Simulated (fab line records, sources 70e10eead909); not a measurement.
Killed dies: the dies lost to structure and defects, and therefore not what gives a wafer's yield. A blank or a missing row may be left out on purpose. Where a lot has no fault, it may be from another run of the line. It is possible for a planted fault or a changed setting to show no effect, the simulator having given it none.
Comparing a struck lot with a sound one :: flow nand harc :: 13 out of 1302 route steps
Sound: the wafers L462.1, L462.4, L462.5. Struck: wafers L463.1, L463.3, L463.5. Last of all comes the cause.
Each step with rows lists, per side, the tool, then ch with its chambers, then its first start. Under that, the readings that differ: sound wafers :: struck wafers :: difference of the means :: sigmas: that difference in standard deviations of wafers without a fault.
alike: a reading whose means differ by less than 2 such deviations, as well as words and numbers matching on both sides. not compared: withheld readings; readings where some wafer has no value; bounds like >300 that might hide an equal value; numbers whose values overlap and for which the record gives no deviation.
Wherever a step has rows on one side only, a row that says differs or no value, or a row with sigmas, the two part there. When numbers do not overlap yet have no deviation, they are printed without sigmas and do not part them. Lack of a reading on every wafer of one side parts them only where that side has two or more wafers.

NHARC_A_CONTACT_CMP_20: polishes, t overpolish 30 s, target thk 300 nm.
  sound on cmp-04 ch 0,1, day 23 23:51; struck on cmp-04 ch 0,1, day 25 15:56
  alike: motor current A, overpolish run s, time to endpoint s
after that, 1 step had no rows for these wafers: NHARC_A_CONTACT_SRD_22.
NHARC_A_CONTACT_INSPECT_23:
  struck on defect inspect-01, day 25 16:20; sound on defect inspect-01, day 24 00:15
  alike: raw defect count
then, 8 steps without rows for these wafers: NHARC_A_BLC_DEHYDRATE_00 (time 120 s); NHARC_A_BLC_HMDS_01 (time 30 s); NHARC_A_BLC_COAT_02 (time 75 s); NHARC_A_BLC_COAT_03 (time 65 s); NHARC_A_BLC_COAT_04 (resist thk 90 nm); NHARC_A_BLC_SOFTBAKE_05 (time 55 s); NHARC_A_BLC_EBR_06; NHARC_A_BLC_EXPOSE_07 (exposes mask A BLC, target cd 100 nm).
NHARC_A_BLC_PEB_08: peb time 65 s.
  struck on litho track-06, day 25 16:46; sound on litho track-06 ch 0, day 24 00:41
  no value came back on the struck wafers for chill plate temp C (C), exhaust pa (Pa), plate temp C (C); on the sound wafers chill plate temp C (C) reads 23.26 23.27 23.27
then, 1 step without rows for these wafers: NHARC_A_BLC_DEVELOP_09 (develop time 35 s).

== WHERE THEY PART ==
NHARC_A_BLC_PEB_08 only, going by this record.

WHY: the cause the simulator had injected
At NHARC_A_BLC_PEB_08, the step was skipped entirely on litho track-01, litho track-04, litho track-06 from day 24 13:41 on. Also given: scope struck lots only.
